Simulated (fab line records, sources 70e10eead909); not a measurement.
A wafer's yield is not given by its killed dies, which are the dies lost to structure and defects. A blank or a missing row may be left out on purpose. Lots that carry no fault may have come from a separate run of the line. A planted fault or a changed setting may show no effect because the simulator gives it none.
Problem report, 8D (eight disciplines) form, completed by code	flow nand harc	the parts of the form that need people (team, actions taken, sign-off) are left out

== 1. THE ISSUE ==
killed dies at NHARC_END_SORT_01 reads a mean of 142 on 1 wafer of 1 lot; wafers without a fault read 57 with a standard deviation of 16. Relative to the usual mean, that is a shift of +5.3 standard deviations.
First seen on wafer L699.6, day 29 09:29, on prober-02. At this step, 12 wafers from 4 lots have a number in the record. Rule for "out" (also "out of limits"): further than 4 standard deviations from the usual mean. The other wafers with a number count as sound.

== 2. WHAT IT IS; WHAT IT IS NOT ==
question	is	is not
which readings at this step	killed dies, killed at array	killed at other, killed at periphery, killed open, killed short
which lots	L699	L688, L700, L707
which wafers of those lots	L699.6	L699.2, L699.3
read on which gauges	prober-02	prober-01
when	from day 29 09:29	up to then (7 sound wafers); but 4 sound wafers of L700, L707 came after

== 3. SUSPECTS, AND WHAT RULES EACH OUT ==
Counting: a tool at a process step up to the reading stays a suspect if it ran every lot that is out. Sound lots after the first of them don't rule it out here, since some wafers of a struck lot are sound.
- the gauge at NHARC_END_SORT_01: kept. All the wafers that are out were read on prober-02, and no step on other tools shows them out.
- wet bench-09 at NHARC_A_STAIRCASE_STRIP_255 (strips in SPM, time 900 s): kept. The lot that is out, L699, ran on it at day 21 05:40; the last sound lot it ran before that was L700, at day 21 03:56.
- pvd sputter-02 at NHARC_THIN_TSV_PVD_51 (deposits Cu, target thk 100 nm): kept. It ran the lot that is out, L699 (day 28 15:43). NHARC_THIN_TSV_PVD_51 gives no start for some lots, so the hours and the order of its lots are those of NHARC_THIN_TSV_DEGAS_53.
- pvd sputter-01 at NHARC_THIN_TSV_DEGAS_53 (time 60 s): kept. It ran the lot that is out, L699 (day 28 15:43).
- rie metal-03 at NHARC_THIN_TSV_ETCH_59 (etches the open film in Cl2/BCl3, target depth 880 nm, time 138.1 s): kept. The lot that is out, L699, ran on it at day 28 17:01; the last sound lot it ran before that was L688, at day 25 01:55.
Left after counting: wet bench-09 at NHARC_A_STAIRCASE_STRIP_255, pvd sputter-02 at NHARC_THIN_TSV_PVD_51, pvd sputter-01 at NHARC_THIN_TSV_DEGAS_53, rie metal-03 at NHARC_THIN_TSV_ETCH_59, prober-02 at NHARC_END_SORT_01.

== 4. THE CAUSE (what the simulator had put in) ==
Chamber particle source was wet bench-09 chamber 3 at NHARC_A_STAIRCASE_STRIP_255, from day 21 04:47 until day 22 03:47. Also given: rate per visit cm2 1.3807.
Counting leaves 5 suspects; this tool is one of them.

== 5. SEQUENCE OF EFFECTS, ordered by route ==
Rows list readings where the struck wafers' mean (over those with a number) sits beyond 3 standard deviations from the usual. Scope: only readings with a usual standard deviation given in the record; hours: median across lots of the time from each lot's start at the first step in this table that gives one to its start at this step; sigmas: change in usual standard deviations.
hours	step	reading	usual	on struck wafers	change	sigmas
0	NHARC_END_SORT_01	killed at array	52	132	+80	+4.7
0	NHARC_END_SORT_01	killed dies	57	142	+85	+5.3

== 6. HOW IT WOULD HAVE BEEN CAUGHT EARLIER ==
Counted from the fault's start at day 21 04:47, it took 197 hours until the first out-of-limits reading at a measuring or inspecting step in this record, taken at day 29 09:29.
Each of the lots that are out, 1 in all, had begun NHARC_A_STAIRCASE_STRIP_255 on wet bench-09 no later than day 29 09:29. Holding the tool at that point would not have protected any of them.
